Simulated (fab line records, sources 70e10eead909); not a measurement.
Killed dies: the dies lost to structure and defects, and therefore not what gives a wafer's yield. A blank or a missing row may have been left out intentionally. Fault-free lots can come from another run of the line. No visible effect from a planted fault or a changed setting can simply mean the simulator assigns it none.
Matching of chambers | flow nand harc | pecvd-02 running NHARC_THIN_TSV_DEP_47: 3 sister chambers
The step deposits SiO2, target thk 200 nm. 6 wafers are shown with their chamber, then 9 later ones without.

## WAFERS WITH THEIR CHAMBER
wafer  | chamber | throttle valve pct (%) | mfc precursor sccm (sccm)
L173.6 | 1       | 16.5                   | 161.3
L176.3 | 1       | 16.4                   | 160.9
L176.4 | 2       | 15.6                   | 161.0
L179.1 | 0       | 16.5                   | 161.0
L179.2 | 2       | 15.8                   | 161.4
L179.4 | 0       | 16.5                   | 161.8

## WAFERS MISSING THEIR CHAMBER
wafer  | throttle valve pct (%) | mfc precursor sccm (sccm)
L187.3 | 16.2                   | 160.5
L187.5 | 16.2                   | 161.2
L187.6 | 16.1                   | 160.4
L185.1 | 15.9                   | 162.1
L185.4 | 15.9                   | 162.2
L185.6 | 15.5                   | 161.9
L189.3 | 16.1                   | 161.2
L189.4 | 15.8                   | 161.9
L189.5 | 16.2                   | 160.9

## EACH ONE'S CHAMBER
wafer  | from the rows above          | in truth
L187.3 | can't be placed: 1 or 0      | 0
L187.5 | can't be placed: 1 or 0      | 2
L187.6 | can't be placed: 1 or 2 or 0 | 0
L185.1 | 2                            | 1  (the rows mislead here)
L185.4 | 2                            | 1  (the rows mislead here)
L185.6 | 2                            | 2
L189.3 | can't be placed: 1 or 2 or 0 | 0
L189.4 | 2                            | 2
L189.5 | can't be placed: 1 or 0      | 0
Correct placement for 2 of the 9. Can't be placed from these rows: 5 (the true chamber is among the candidates in 4). Placed wrongly: 2.
How it was worked out, from the rows above alone: a wafer's distance from a chamber is the root of the sum, over the readings, of the square of ((its reading less the chamber's mean) divided by the reading's scatter). The wafer belongs to the nearest chamber; if the next one is less than 2 further off, it can't be placed. A chamber's mean is the mean of its shown wafers. How the scatter is found: for the shown wafers, subtract from each reading the mean of its chamber, square and add these, divide the total by (wafers less chambers), then take the root.
